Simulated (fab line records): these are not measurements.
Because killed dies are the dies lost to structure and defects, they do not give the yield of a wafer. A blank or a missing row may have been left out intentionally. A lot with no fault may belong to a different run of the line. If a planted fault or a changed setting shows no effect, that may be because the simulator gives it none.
fab line records | flow nand-harc
record: lots: 7 | wafers: 21 | last-day: 24
route steps=1159 shown P_GATE@143
lots untouched by any fault: they come from a run of this same line in which no faults occurred
start-h: hours from the record's opening day to when the first of the lot's shown wafers began | wait-h: hours from the lot's prior step to this one | " the same as in the row above | L1.1+2: one row covering several wafers at once | - no value present, or no start provided | * or withheld: withheld | < > ~ a bound
route shown NAME@n: a module of which the file shows steps, and the number in the route of the first | usual: the fault-free wafers' mean and standard deviation | same: alike in all rows | chamber/n: place in a boat | sites: each site's reading | _std_site: their standard deviation | _edge_site: inner sites' mean taken away from outer sites' mean | radius-mm: how far each site lies from the wafer's centre | mask NAME#n: copy n | behind: the last tool/chamber to shape the wafer | hold: what put the lot on hold/how long, in hours/how the hold closed | device: the n, p or np transistor that did not switch | end of line: tests run on the same wafers once the route is complete | for a step that has no rows: nothing shown but its recipe | killed: at the first sort, the dies lost to defects and structure; wafer yield is something else | map: a wafer's dies, x killed, . not, _ none there
set.NAME: the setting as run; set.NAME@STEP: as run at that earlier step | model.NAME: the simulator's own value behind a step, which no gauge read
a table for each step, a row for each wafer; lots at some steps of the route
services: the hour from which a tool's chamber was out of use, counted from the record's first day as start-h (under 0 if before that day), plus the number of hours and why
== steps ==
step: NHARC_P_GATE_INSPECT_28
usual: raw-defect-count: 6/3.1
lot.wafer | tool              | chamber | start-h | wait-h | raw-defect-count
L364.3    | defect-inspect-01 | -       | 90.72   | 0.0    | 17
L364.4    | "                 | -       | "       | "      | 9
L364.6    | "                 | -       | "       | "      | 10
L367.1    | defect-inspect-02 | -       | 111.18  | 0.1    | 2
L367.5    | "                 | -       | "       | "      | 2
L367.6    | "                 | -       | "       | "      | 5
L369.2    | defect-inspect-01 | -       | 118.05  | 0.0    | 1
L369.5    | "                 | -       | "       | "      | 5
L369.6    | "                 | -       | "       | "      | 8
L370.1    | defect-inspect-02 | -       | 123.96  | 0.0    | 7
L370.2    | "                 | -       | "       | "      | 2
L370.5    | "                 | -       | "       | "      | 3
L371.3    | defect-inspect-01 | -       | 133.75  | 0.0    | 7
L371.4    | "                 | -       | "       | "      | 4
L371.5    | "                 | -       | "       | "      | 3
L380.1    | defect-inspect-02 | -       | 187.93  | 0.0    | 7
L380.2    | "                 | -       | "       | "      | 6
L380.4    | "                 | -       | "       | "      | 13
L386.1    | defect-inspect-02 | -       | 221.23  | 0.0    | 7
L386.4    | "                 | -       | "       | "      | 4
L386.5    | "                 | -       | "       | "      | 6
step: NHARC_P_GATE_DESCUM_31
recipe: time-s: 3 | o2-flow-sccm: 200 | ar-flow-sccm: 0 | bias-power-w: 0 | chemistry: O2
usual: drypump-motor-current-A: 5.87/0.25 | oes-product-au: 0.997/0.01 | rf-vpp-V: 57.8/0.9 | showerhead-plenum-p-Torr: 1.89/0.091 | throttle-valve-pct: 11.312/0.0094
same: bias-power-w: 0
lot.wafer | tool        | chamber | start-h | wait-h | drypump-motor-current-A | oes-product-au | rf-hours-counter-h | rf-vpp-V | showerhead-plenum-p-Torr | throttle-valve-pct
L364.3    | rie-diel-07 | 0       | 90.81   | 0.1    | 5.95                    | 0.997          | 8                  | 57.5     | 1.96                     | 11.319
L364.4    | "           | 2       | "       | "      | 5.91                    | 0.995          | 8                  | 56.8     | 1.83                     | 11.295
L364.6    | "           | 3       | "       | "      | 5.71                    | 0.992          | -                  | 58.5     | 1.83                     | 11.314
L367.1    | rie-diel-07 | 3       | 111.24  | 0.1    | 5.72                    | 0.991          | 12                 | 58.0     | 1.83                     | 11.305
L367.5    | "           | 3       | "       | "      | 5.71                    | 1.000          | -                  | 57.7     | 1.83                     | 11.310
L367.6    | "           | 0       | "       | "      | 5.97                    | 1.003          | -                  | 57.8     | 1.96                     | 11.292
L369.2    | rie-diel-01 | 1       | 118.13  | 0.1    | 5.81                    | 1.020          | 46                 | 57.4     | 1.87                     | 11.322
L369.6    | "           | 2       | "       | "      | 6.19                    | 1.010          | -                  | 57.2     | 1.85                     | 11.317
L369.5    | "           | 3       | "       | "      | 5.19                    | 1.001          | -                  | 57.8     | 1.80                     | 11.308
L370.2    | rie-diel-01 | 0       | 124.03  | 0.1    | 6.05                    | 0.995          | 57                 | 59.4     | 1.98                     | 11.305
L370.1    | "           | 3       | "       | "      | 5.26                    | 0.994          | 51                 | 58.2     | 1.80                     | 11.310
L370.5    | "           | 1       | "       | "      | 5.83                    | 1.023          | -                  | 58.2     | 1.87                     | 11.319
L371.3    | rie-diel-03 | 1       | 133.81  | 0.1    | 6.09                    | 0.998          | 22                 | 57.6     | 1.78                     | 11.303
L371.4    | "           | 3       | "       | "      | 6.16                    | 0.998          | 31                 | 58.0     | 1.92                     | 11.314
L371.5    | "           | 2       | "       | "      | 6.31                    | 1.000          | -                  | 55.5     | 1.79                     | 11.319
L380.1    | rie-diel-07 | 0       | 187.99  | 0.1    | 5.97                    | 1.000          | 21                 | 58.9     | 1.95                     | 11.311
L380.2    | "           | 2       | "       | "      | 5.92                    | 0.998          | 21                 | 56.9     | 1.83                     | 11.317
L380.4    | "           | 3       | "       | "      | 5.71                    | 0.988          | 22                 | 58.8     | 1.83                     | 11.327
L386.1    | rie-diel-07 | 3       | 221.31  | 0.1    | 5.72                    | 0.983          | 29                 | 57.5     | 1.83                     | 11.296
L386.4    | "           | 0       | "       | "      | 5.94                    | 0.997          | 30                 | 57.0     | 1.95                     | 11.312
L386.5    | "           | 3       | "       | "      | 5.74                    | 0.998          | -                  | 58.7     | 1.83                     | 11.303
step: NHARC_P_GATE_ETCH_104
recipe: target-depth-a: 600 | time-s: withheld | cf4-flow-sccm: 100 | chf3-flow-sccm: 30 | ar-flow-sccm: 0 | rf-w: 500 | bias-w: 200 | chemistry: CF4/CHF3
step: NHARC_P_GATE_HM_OPEN_105
recipe: target-depth-a: 3600 | o2-flow-sccm: 400 | cos-flow-sccm: 20 | ar-flow-sccm: 0 | rf-w: 500 | bias-w: 300 | chemistry: O2/COS
step: NHARC_P_GATE_STRIP_106
recipe: o2-flow-sccm: 400 | cos-flow-sccm: 20 | ar-flow-sccm: 0 | bias-w: 0 | chemistry: O2/COS
step: NHARC_P_GATE_ETCH_114
recipe: target-depth-a: 300 | overetch-a: 30 | time-s: 16.5 | ion-energy-ev: 100 | cf4-flow-sccm: 80 | o2-flow-sccm: 20 | ar-flow-sccm: 0 | rf-w: 300 | bias-w: 100 | chemistry: CF4/O2
usual: drypump-motor-current-A: 5.87/0.24 | oes-product-au: 0.996/0.01 | rf-vpp-V: 197.6/1.5 | showerhead-plenum-p-Torr: 1.32/0.061 | throttle-valve-pct: 13.398/0.0087
lot.wafer | tool        | chamber | start-h | wait-h | drypump-motor-current-A | oes-product-au | rf-hours-counter-h | rf-vpp-V | showerhead-plenum-p-Torr | throttle-valve-pct
L364.3    | rie-diel-07 | 1       | -       | -      | 5.66                    | 0.994          | 6                  | 198.6    | 1.44                     | 13.400
L364.4    | "           | 2       | "       | "      | 5.94                    | 1.014          | 8                  | 196.2    | 1.28                     | 13.397
L364.6    | "           | 1       | "       | "      | 5.66                    | 0.982          | -                  | 199.9    | 1.44                     | 13.403
L367.1    | rie-diel-07 | 3       | -       | -      | 5.72                    | 0.991          | 12                 | 196.0    | 1.28                     | 13.383
L367.5    | "           | 1       | "       | "      | 5.68                    | 0.992          | -                  | 197.6    | 1.44                     | 13.403
L367.6    | "           | 2       | "       | "      | 5.95                    | 0.998          | -                  | 195.8    | 1.28                     | 13.395
L369.2    | rie-diel-01 | 2       | -       | -      | 6.17                    | 1.008          | 55                 | 197.0    | 1.29                     | 13.406
L369.6    | "           | 2       | "       | "      | 6.19                    | 1.010          | -                  | 197.1    | 1.29                     | 13.414
L369.5    | "           | 3       | "       | "      | 5.23                    | 0.992          | -                  | 196.9    | 1.26                     | 13.394
L370.2    | rie-diel-01 | 2       | -       | -      | 6.19                    | 1.012          | 56                 | 196.7    | 1.29                     | 13.400
L370.1    | "           | 3       | "       | "      | 5.24                    | 0.996          | 51                 | 195.1    | 1.26                     | 13.406
L370.5    | "           | 2       | "       | "      | 6.19                    | 1.002          | -                  | 196.0    | 1.29                     | 13.397
L371.4    | rie-diel-03 | 2       | -       | -      | 6.32                    | 0.999          | 29                 | 196.9    | 1.25                     | 13.395
L371.3    | "           | 3       | "       | "      | 6.16                    | 0.988          | 31                 | 198.9    | 1.34                     | 13.407
L371.5    | "           | 2       | "       | "      | 6.32                    | 1.001          | -                  | 195.9    | 1.25                     | 13.410
L380.4    | rie-diel-07 | 1       | -       | -      | 5.65                    | 0.982          | 19                 | 200.5    | 1.43                     | 13.396
L380.2    | "           | 3       | "       | "      | 5.72                    | 0.989          | 22                 | 196.5    | 1.28                     | 13.405
L380.1    | "           | 0       | "       | "      | 5.86                    | 1.000          | 21                 | 197.7    | 1.36                     | 13.396
L386.1    | rie-diel-07 | 2       | -       | -      | 5.93                    | 1.005          | 28                 | 195.6    | 1.27                     | 13.388
L386.4    | "           | 1       | "       | "      | 5.64                    | 0.978          | 27                 | 200.2    | 1.43                     | 13.400
L386.5    | "           | 2       | "       | "      | 5.93                    | 1.006          | -                  | 195.6    | 1.27                     | 13.388
step: NHARC_P_GATE_ETCH_32
recipe: target-depth-a: 1500 | over-etch-frac: 1 | over-etch-ion-energy-ev: 40 | time-s: 100.1 | hbr-flow-sccm: 150 | cl2-flow-sccm: 50 | rf-w: 400 | icp-w: 400 | bias-w: 100 | chemistry: HBr/Cl2
usual: drypump-motor-current-A: 5.8/0.48 | mfc-cl2-sccm: 50.00/0.16 | oes-product-au: 0.998/0.01 | throttle-valve-pct: 26.406/0.0088
lot.wafer | tool      | chamber | start-h | wait-h | drypump-motor-current-A | mfc-cl2-sccm | oes-product-au | rf-hours-counter-h | throttle-valve-pct
L364.4    | rie-si-05 | 2       | 91.35   | -      | 6.7                     | 50.03        | 1.007          | 0.1                | 26.390
L364.3    | "         | 0       | "       | "      | 5.9                     | 50.02        | 0.988          | 0.1                | 26.402
L364.6    | "         | 2       | "       | "      | 6.7                     | 49.95        | 1.002          | -                  | 26.429
L367.1    | rie-si-03 | 1       | 111.81  | -      | 5.8                     | 50.17        | 0.986          | 1.2                | 26.425
L367.5    | "         | 3       | "       | "      | 5.8                     | 49.93        | 0.996          | -                  | 26.405
L367.6    | "         | 0       | "       | "      | 6.3                     | 49.87        | 0.997          | -                  | 26.416
L369.2    | rie-si-05 | 0       | 118.98  | -      | 5.9                     | 50.07        | 0.989          | 0.3                | 26.402
L369.5    | "         | 1       | "       | "      | 5.6                     | 50.17        | 0.984          | -                  | 26.410
L369.6    | "         | 2       | "       | "      | 6.7                     | 50.05        | 1.011          | -                  | 26.399
L370.1    | rie-si-01 | 0       | 124.69  | -      | 5.8                     | 49.69        | 0.984          | 1.4                | 26.398
L370.2    | "         | 2       | "       | "      | 5.3                     | 50.00        | 0.990          | 1.5                | 26.394
L370.5    | "         | 1       | "       | "      | 4.9                     | 50.22        | 1.024          | -                  | 26.411
L371.3    | rie-si-05 | 0       | 134.30  | -      | 5.9                     | 49.95        | 0.994          | 0.5                | 26.414
L371.4    | "         | 1       | "       | "      | 5.6                     | 49.89        | 0.993          | 0.5                | 26.411
L371.5    | "         | 3       | "       | "      | 6.2                     | 50.23        | 0.995          | -                  | 26.402
L380.2    | rie-si-05 | 1       | 188.63  | -      | 5.6                     | 49.91        | 1.001          | 1.0                | 26.413
L380.1    | "         | 2       | "       | "      | 6.7                     | 49.68        | 1.004          | 1.2                | 26.407
L380.4    | "         | 0       | "       | "      | 5.9                     | 50.06        | 1.011          | 1.0                | 26.379
L386.4    | rie-si-01 | 1       | 221.79  | -      | 4.9                     | 49.71        | 1.011          | 0.6                | 26.411
L386.1    | "         | 3       | "       | "      | 5.7                     | 50.02        | 1.007          | 0.7                | 26.388
L386.5    | "         | 1       | "       | "      | 4.9                     | 49.98        | 1.015          | -                  | 26.410
step: NHARC_P_GATE_STRIP_108
recipe: o2-flow-sccm: 500 | ar-flow-sccm: 0 | bias-w: 0 | chemistry: O2
usual: drypump-motor-current-A: 5.90/0.23 | oes-product-au: 0.995/0.0095 | rf-vpp-V: 57.7/0.88 | showerhead-plenum-p-Torr: 3.49/0.16 | throttle-valve-pct: 17.038/0.0096
lot.wafer | tool        | chamber | start-h | wait-h | drypump-motor-current-A | oes-product-au | rf-hours-counter-h | rf-vpp-V | showerhead-plenum-p-Torr | throttle-valve-pct
L364.3    | rie-diel-01 | 3       | 91.52   | -      | 5.25                    | 0.998          | 40                 | 56.5     | 3.34                     | 17.042
L364.4    | "           | 0       | "       | "      | 6.06                    | 0.991          | 47                 | 59.5     | 3.66                     | 17.051
L364.6    | "           | 2       | "       | "      | 6.19                    | 1.000          | -                  | 59.5     | 3.42                     | 17.031
L367.1    | rie-diel-07 | 2       | 111.99  | -      | 5.94                    | 0.996          | 11                 | 57.5     | 3.38                     | 17.034
L367.6    | "           | 3       | "       | "      | 5.71                    | 0.996          | -                  | 56.3     | 3.39                     | 17.045
L367.5    | "           | 0       | "       | "      | 5.92                    | 0.993          | -                  | 56.8     | 3.61                     | 17.025
L369.2    | rie-diel-07 | 2       | 119.11  | -      | 5.96                    | 0.991          | 12                 | 57.2     | 3.38                     | 17.041
L369.5    | "           | 1       | "       | "      | 5.68                    | 0.974          | -                  | 57.7     | 3.78                     | 17.021
L369.6    | "           | 2       | "       | "      | 5.96                    | 0.997          | -                  | 57.3     | 3.38                     | 17.043
L370.1    | rie-diel-03 | 2       | 124.87  | -      | 6.28                    | 0.995          | 27                 | 57.0     | 3.33                     | 17.046
L370.2    | "           | 3       | "       | "      | 6.16                    | 1.002          | 28                 | 58.0     | 3.54                     | 17.043
L370.5    | "           | 1       | "       | "      | 6.07                    | 1.001          | -                  | 58.1     | 3.30                     | 17.021
L371.3    | rie-diel-03 | 2       | 134.43  | -      | 6.28                    | 0.994          | 29                 | 56.5     | 3.32                     | 17.043
L371.4    | "           | 3       | "       | "      | 6.17                    | 0.992          | 31                 | 57.7     | 3.54                     | 17.039
L371.5    | "           | 3       | "       | "      | 6.17                    | 1.007          | -                  | 57.3     | 3.54                     | 17.032
L380.2    | rie-diel-03 | 2       | 188.79  | -      | 6.30                    | 1.000          | 48                 | 57.5     | 3.31                     | 17.033
L380.4    | "           | 3       | "       | "      | 6.17                    | 0.988          | 52                 | 57.9     | 3.52                     | 17.030
L380.1    | "           | 1       | "       | "      | 6.05                    | 0.994          | 43                 | 56.0     | 3.29                     | 17.019
L386.1    | rie-diel-07 | 1       | 221.96  | -      | 5.70                    | 0.985          | 27                 | 59.2     | 3.77                     | 17.030
L386.4    | "           | 0       | "       | "      | 5.91                    | 1.004          | 30                 | 58.1     | 3.59                     | 17.030
L386.5    | "           | 2       | "       | "      | 5.96                    | 1.003          | -                  | 57.1     | 3.38                     | 17.035
step: NHARC_P_GATE_CD_MEAS_33
usual: cd-nm: 119.7/2.7
lot.wafer | tool      | chamber | start-h | wait-h | cd-nm
L364.3    | cd-sem-01 | -       | 91.69   | -      | 117.7
L364.4    | "         | -       | "       | "      | 120.7
L364.6    | "         | -       | "       | "      | 121.3
L367.1    | cd-sem-01 | -       | 112.12  | -      | 120.8
L367.5    | "         | -       | "       | "      | 116.1
L367.6    | "         | -       | "       | "      | 121.6
L369.2    | cd-sem-02 | -       | 119.27  | -      | 118.4
L369.5    | "         | -       | "       | "      | 123.2
L369.6    | "         | -       | "       | "      | 117.7
L370.1    | cd-sem-03 | -       | 125.04  | -      | 117.6
L370.2    | "         | -       | "       | "      | 122.3
L370.5    | "         | -       | "       | "      | 121.7
L371.3    | cd-sem-02 | -       | 134.61  | -      | 123.6
L371.4    | "         | -       | "       | "      | 116.5
L371.5    | "         | -       | "       | "      | 116.9
L380.1    | cd-sem-03 | -       | 188.97  | -      | 119.0
L380.2    | "         | -       | "       | "      | 119.8
L380.4    | "         | -       | "       | "      | 122.5
L386.1    | cd-sem-01 | -       | 222.14  | -      | 125.3
L386.4    | "         | -       | "       | "      | 125.9
L386.5    | "         | -       | "       | "      | 127.9
step: NHARC_P_GATE_STRIP_35
recipe: time-s: 600 | temp-c: 130 | chemistry: SPM
step: NHARC_P_GATE_PRECLEAN_73
recipe: time-s: * | temp-c: 50 | bath-age-min: 0 | chemistry: SC1
step: NHARC_P_GATE_SRD_74
step: NHARC_P_GATE_ALD_36
recipe: target-thk-a: 200 | pulse-time-s: 60 | ald-cycles: 223 | temp-c: 400 | material: SiNx
usual: ald-cycles: 223/0 | heater-power-outer-w: 520/62 | heater-power-w: 859/85 | precursor-pulse-height-rel: 1.000/0.018 | susceptor-temp-C: 400.01/0.21
lot.wafer | tool       | chamber | start-h | wait-h | ald-cycles | heater-power-outer-w | heater-power-w | precursor-pulse-height-rel | susceptor-temp-C
L364.3    | ald-sin-03 | 3       | 92.14   | -      | 223        | 541                  | 915            | 1.012                      | 400.10
L364.4    | "          | 0       | 93.19   | -      | 223        | 663                  | 1050           | 1.034                      | 399.97
L364.6    | "          | 3       | 96.33   | -      | 223        | 554                  | 923            | 1.033                      | 400.25
L367.1    | ald-sin-02 | 2       | 114.65  | -      | 223        | 541                  | 858            | 0.983                      | -
L367.6    | "          | 0       | 116.71  | -      | 223        | 523                  | 808            | 1.034                      | -
L367.5    | "          | 1       | 117.75  | -      | 223        | 549                  | 868            | 0.994                      | -
L369.2    | ald-sin-03 | 3       | 119.72  | -      | -          | -                    | -              | -                          | -
L369.6    | "          | 3       | 124.00  | -      | -          | -                    | -              | -                          | -
L369.5    | "          | 0       | 125.06  | -      | -          | -                    | -              | -                          | -
L370.1    | ald-sin-01 | 0       | 126.94  | -      | -          | -                    | -              | -                          | -
L370.2    | "          | 2       | 128.37  | -      | -          | -                    | -              | -                          | -
L370.5    | "          | 2       | 132.66  | -      | -          | -                    | -              | -                          | -
L371.3    | ald-sin-02 | 0       | 135.06  | -      | -          | -                    | -              | -                          | -
L371.4    | "          | 1       | 136.14  | -      | -          | -                    | -              | -                          | -
L371.5    | "          | 1       | 140.44  | -      | -          | -                    | -              | -                          | -
L380.2    | ald-sin-02 | 1       | 189.43  | -      | 223        | 549                  | 852            | 1.008                      | 400.22
L380.4    | "          | 2       | 190.49  | -      | 223        | 529                  | 863            | 1.017                      | 400.06
L380.1    | "          | 3       | 191.55  | -      | 223        | 436                  | 756            | 1.011                      | 399.83
L386.1    | ald-sin-02 | 2       | 223.64  | -      | 223        | 538                  | 848            | 0.976                      | 399.87
L386.4    | "          | 0       | 225.74  | -      | 223        | 511                  | 790            | 0.977                      | 400.03
L386.5    | "          | 1       | 226.78  | -      | 223        | 572                  | 872            | 1.001                      | 400.04
step: NHARC_P_GATE_ETCHBACK_37
recipe: target-depth-a: 345 | time-s: 17.2 | chf3-flow-sccm: 50 | o2-flow-sccm: 10 | ar-flow-sccm: 200 | rf-w: 500 | bias-w: 200 | chemistry: CHF3/O2
usual: drypump-motor-current-A: 5.88/0.23 | oes-product-au: 0.95/0.034 | rf-vpp-V: 370.2/2.4 | showerhead-plenum-p-Torr: 2.38/0.11 | throttle-valve-pct: 20.571/0.009
lot.wafer | tool        | chamber | start-h | wait-h | drypump-motor-current-A | oes-product-au | rf-hours-counter-h | rf-vpp-V | showerhead-plenum-p-Torr | throttle-valve-pct
L364.4    | rie-diel-07 | 1       | -       | -      | 5.65                    | 0.93           | 7                  | 374.8    | 2.58                     | 20.562
L364.3    | "           | 3       | "       | "      | 5.75                    | 0.92           | 11                 | 368.2    | 2.30                     | 20.560
L364.6    | "           | 0       | "       | "      | 5.94                    | 0.95           | -                  | 372.0    | 2.46                     | 20.568
L367.1    | rie-diel-03 | 1       | -       | -      | 6.07                    | 0.98           | 20                 | 368.0    | 2.25                     | 20.554
L367.6    | "           | 1       | "       | "      | 6.08                    | 0.99           | -                  | 367.6    | 2.25                     | 20.577
L367.5    | "           | 2       | "       | "      | 6.29                    | 0.97           | -                  | 368.2    | 2.26                     | 20.583
L369.2    | rie-diel-01 | 2       | -       | -      | 6.20                    | 0.94           | 57                 | 368.8    | 2.32                     | 20.570
L369.6    | "           | 0       | "       | "      | 6.07                    | 0.92           | -                  | 372.5    | 2.49                     | 20.542
L369.5    | "           | 1       | "       | "      | 5.85                    | 0.95           | -                  | 369.5    | 2.35                     | 20.579
L370.2    | rie-diel-01 | 1       | -       | -      | 5.82                    | 0.94           | 51                 | 368.3    | 2.35                     | 20.567
L370.1    | "           | 3       | "       | "      | 5.21                    | 0.92           | 53                 | 367.6    | 2.26                     | 20.580
L370.5    | "           | 2       | "       | "      | 6.21                    | 0.93           | -                  | 367.7    | 2.32                     | 20.578
L371.4    | rie-diel-07 | 0       | -       | -      | 5.95                    | 0.92           | 17                 | 370.5    | 2.45                     | 20.553
L371.3    | "           | 1       | "       | "      | 5.67                    | 0.92           | 14                 | 373.3    | 2.58                     | 20.586
L371.5    | "           | 0       | "       | "      | 5.95                    | 0.93           | -                  | 370.7    | 2.45                     | 20.574
L380.1    | rie-diel-07 | 2       | -       | -      | 5.93                    | 0.95           | 23                 | 368.4    | 2.30                     | 20.563
L380.4    | "           | 3       | "       | "      | 5.72                    | 0.93           | 24                 | 369.2    | 2.30                     | 20.553
L380.2    | "           | 1       | "       | "      | 5.68                    | 0.92           | 21                 | 375.4    | 2.58                     | 20.588
L386.1    | rie-diel-01 | 1       | -       | -      | 5.84                    | 1.00           | 32                 | 369.3    | 2.34                     | 20.574
L386.4    | "           | 3       | "       | "      | 5.24                    | 1.00           | 35                 | 366.9    | 2.25                     | 20.570
L386.5    | "           | 0       | "       | "      | 6.07                    | 0.99           | -                  | 372.2    | 2.47                     | 20.575
== services ==
tool        | chamber | start-h | hours | kind
ald-sin-02  | -       | 69.83   | 4.7   | repair
rie-diel-07 | 0       | 84.72   | -     | clean
rie-diel-07 | 1       | 84.72   | -     | clean
rie-diel-07 | 2       | 84.72   | -     | clean
rie-diel-07 | 3       | 84.72   | -     | clean
rie-diel-03 | 1       | 84.83   | 17.2  | repair
ald-sin-02  | 2       | 96.37   | 9.8   | repair
ald-sin-01  | 1       | 104.99  | 5.9   | repair
ald-sin-03  | -       | 108.85  | 10.0  | pm
rie-diel-07 | 0       | 109.22  | -     | clean
rie-diel-07 | 2       | 113.00  | 2.9   | repair
rie-si-01   | -       | 127.00  | 9.0   | pm
rie-si-01   | 0       | 136.12  | 1.8   | repair
rie-diel-01 | -       | 137.85  | 9.0   | pm
ald-sin-01  | 2       | 149.39  | 6.2   | repair
ald-sin-01  | -       | 149.98  | 10.0  | pm
rie-si-05   | -       | 150.63  | 2.7   | repair
rie-si-03   | -       | 155.00  | 9.0   | pm
rie-diel-07 | 3       | 195.50  | 2.0   | repair
ald-sin-01  | 0       | 196.82  | 16.6  | repair
rie-diel-01 | 0       | 202.67  | 1.4   | repair
rie-diel-03 | -       | 215.30  | 9.0   | pm
rie-diel-07 | -       | 224.97  | 0.5   | repair
rie-diel-07 | -       | 228.53  | 9.0   | pm
== key ==
first-sign: step: NHARC_P_GATE_ALD_36 | reading: tool-record | direction: missing
effect none on later readings
met-at NHARC_P_GATE_ALD_36
struck-wafers L369.2,L369.5,L369.6,L370.1,L370.2,L370.5,L371.3,L371.4,L371.5
later-rows-left-out L369.2,L369.5,L369.6,L370.1,L370.2,L370.5,L371.3,L371.4,L371.5
sort-left-out L369.2,L369.5,L369.6,L370.1,L370.2,L370.5,L371.3,L371.4,L371.5
tester-left-out L369,L370,L371
onset-between 114.65 119.72
fault: kind: skipped-step-whole | tool: ald-sin-01,ald-sin-02,ald-sin-03 | chamber: - | onset-h: 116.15 | steps: NHARC_P_GATE_ALD_36 | scope: struck-lots-only
tester-left-out: of these lots the tester's yield and bins aren't shown, on N5 and GAA mostly nor the transistor test; their killed dies are dies lost to structure and defects alone, not to doping, threshold or leakage, so they don't give the yield
sort-left-out: the simulated sort isn't trusted on such a fault, so these wafers' sort isn't shown, and their yield isn't known
later-rows-left-out: the simulator's readings of these wafers behind a module that went badly wrong aren't trusted and aren't shown, but for the sort
